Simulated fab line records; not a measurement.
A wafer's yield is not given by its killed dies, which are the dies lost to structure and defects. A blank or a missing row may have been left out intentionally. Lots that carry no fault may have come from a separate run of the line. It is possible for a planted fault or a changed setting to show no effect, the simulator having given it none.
Split-lot study / flow n5Finfet / on a route of 1938 steps: 7 lots, 21 wafers read

## SPLIT DETAILS
At N5_BEOL_M6_TRENCH_ETCH_37 (etches SiCOH lowk in C4F6/O2, target depth 94.435 nm, time 31.5 s), the setting biasW was moved away from the recipe's 185 W on 2 of the 21 wafers read, by -6.7% to +10.9%. This setting was run at the recipe's value on the other wafers.

The split's own step is where the reading is taken.

## THE READING
rfVppV, in V, at N5_BEOL_M6_TRENCH_ETCH_37 (etches SiCOH lowk in C4F6/O2, target depth 94.435 nm, time 31.5 s). On this fab line, fault-free wafers typically give 663 V with a standard deviation of 6.1 V.

wafer=L075.1; tool, chamber at the split=rieDiel-06, 2; biasW as run, W=185; against the recipe=recipe; rfVppV, V=662; against lot-mates on the recipe=-
wafer=L075.2; tool, chamber at the split=rieDiel-06, 0; biasW as run, W=185; against the recipe=recipe; rfVppV, V=662; against lot-mates on the recipe=-
wafer=L075.3; tool, chamber at the split=rieDiel-06, 3; biasW as run, W=185; against the recipe=recipe; rfVppV, V=657; against lot-mates on the recipe=-
wafer=L076.1; tool, chamber at the split=rieDiel-06, 0; biasW as run, W=185; against the recipe=recipe; rfVppV, V=661; against lot-mates on the recipe=-
wafer=L076.2; tool, chamber at the split=rieDiel-06, 2; biasW as run, W=185; against the recipe=recipe; rfVppV, V=663; against lot-mates on the recipe=-
wafer=L076.6; tool, chamber at the split=rieDiel-06, 2; biasW as run, W=185; against the recipe=recipe; rfVppV, V=663; against lot-mates on the recipe=-
wafer=L077.4; tool, chamber at the split=rieDiel-02, 2; biasW as run, W=185; against the recipe=recipe; rfVppV, V=659; against lot-mates on the recipe=-
wafer=L077.5; tool, chamber at the split=rieDiel-02, 0; biasW as run, W=185; against the recipe=recipe; rfVppV, V=666; against lot-mates on the recipe=-
wafer=L077.6; tool, chamber at the split=rieDiel-02, 1; biasW as run, W=185; against the recipe=recipe; rfVppV, V=655; against lot-mates on the recipe=-
wafer=L080.1; tool, chamber at the split=rieDiel-02, 2; biasW as run, W=185; against the recipe=recipe; rfVppV, V=659; against lot-mates on the recipe=-
wafer=L080.5; tool, chamber at the split=rieDiel-02, 3; biasW as run, W=185; against the recipe=recipe; rfVppV, V=673; against lot-mates on the recipe=-
wafer=L080.6; tool, chamber at the split=rieDiel-02, 2; biasW as run, W=185; against the recipe=recipe; rfVppV, V=660; against lot-mates on the recipe=-
wafer=L085.1; tool, chamber at the split=rieDiel-02, 1; biasW as run, W=185; against the recipe=recipe; rfVppV, V=653; against lot-mates on the recipe=-
wafer=L085.2; tool, chamber at the split=rieDiel-02, 0; biasW as run, W=205.2; against the recipe=+10.9%; rfVppV, V=723; against lot-mates on the recipe=+66
wafer=L085.5; tool, chamber at the split=rieDiel-02, 2; biasW as run, W=185; against the recipe=recipe; rfVppV, V=660; against lot-mates on the recipe=-
wafer=L095.1; tool, chamber at the split=rieDiel-02, 3; biasW as run, W=172.6; against the recipe=-6.7%; rfVppV, V=638; against lot-mates on the recipe=-28
wafer=L095.3; tool, chamber at the split=rieDiel-02, 0; biasW as run, W=185; against the recipe=recipe; rfVppV, V=665; against lot-mates on the recipe=-
wafer=L095.6; tool, chamber at the split=rieDiel-02, 0; biasW as run, W=185; against the recipe=recipe; rfVppV, V=666; against lot-mates on the recipe=-
wafer=L096.1; tool, chamber at the split=rieDiel-06, 2; biasW as run, W=185; against the recipe=recipe; rfVppV, V=665; against lot-mates on the recipe=-
wafer=L096.4; tool, chamber at the split=rieDiel-06, 0; biasW as run, W=185; against the recipe=recipe; rfVppV, V=661; against lot-mates on the recipe=-
wafer=L096.6; tool, chamber at the split=rieDiel-06, 0; biasW as run, W=185; against the recipe=recipe; rfVppV, V=662; against lot-mates on the recipe=-

THE FIT
A straight line over all 21 wafers: rfVppV changes by +5.03 V for each +1% of biasW; r = +0.95; the points scatter about the line by 5 V.
The same after taking each lot's own level away (the mean of its wafers on the recipe; 21 wafers): +5.53 V for each +1%; r = +0.97; scatter 4.3 V.
According to that fit, moving biasW by its largest amount changes the reading by 60 V.
Measured against the standard deviation above, the lots' own levels, which go from 656.5 to 665.5 V, span 1.5 times it.
Consequently the slope shifts little with the lot-to-lot level, the two slopes agreeing.
Check: +44.8 V against its lot-mates is what the line predicts for one of the wafers moved furthest among these (+10.9%) when that wafer is left out of the fit. It came out at +66.5 V against them.
Tool readings at the split's step, against how far the setting was moved: rfVppV r = +0.95.

## OTHER SPLITS APPLIED TO THESE WAFERS
Other splits were also applied to these wafers ahead of the reading. Each is held against what the fit with the lots' levels taken away leaves over:
other split on the same wafers=N5_BEOL_M1_COAT_05 spinRpm; wafers away from the commonest value=7; r with rfVppV (lot level and that fit taken away)=+0.06
other split on the same wafers=N5_BEOL_M3_COAT_05 spinRpm; wafers away from the commonest value=6; r with rfVppV (lot level and that fit taken away)=+0.12
other split on the same wafers=N5_BEOL_M4_TRENCH_ETCH_37 sourceW; wafers away from the commonest value=8; r with rfVppV (lot level and that fit taken away)=+0.21
other split on the same wafers=N5_BEOL_M5_COAT_05 spinRpm; wafers away from the commonest value=5; r with rfVppV (lot level and that fit taken away)=+0.04
other split on the same wafers=N5_BEOL_M6_ETCH_66 biasW; wafers away from the commonest value=11; r with rfVppV (lot level and that fit taken away)=-0.08

## THE FILE'S OWN FIT
rfVppV changes by +5.52 V for each +1% of biasW, r = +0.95.
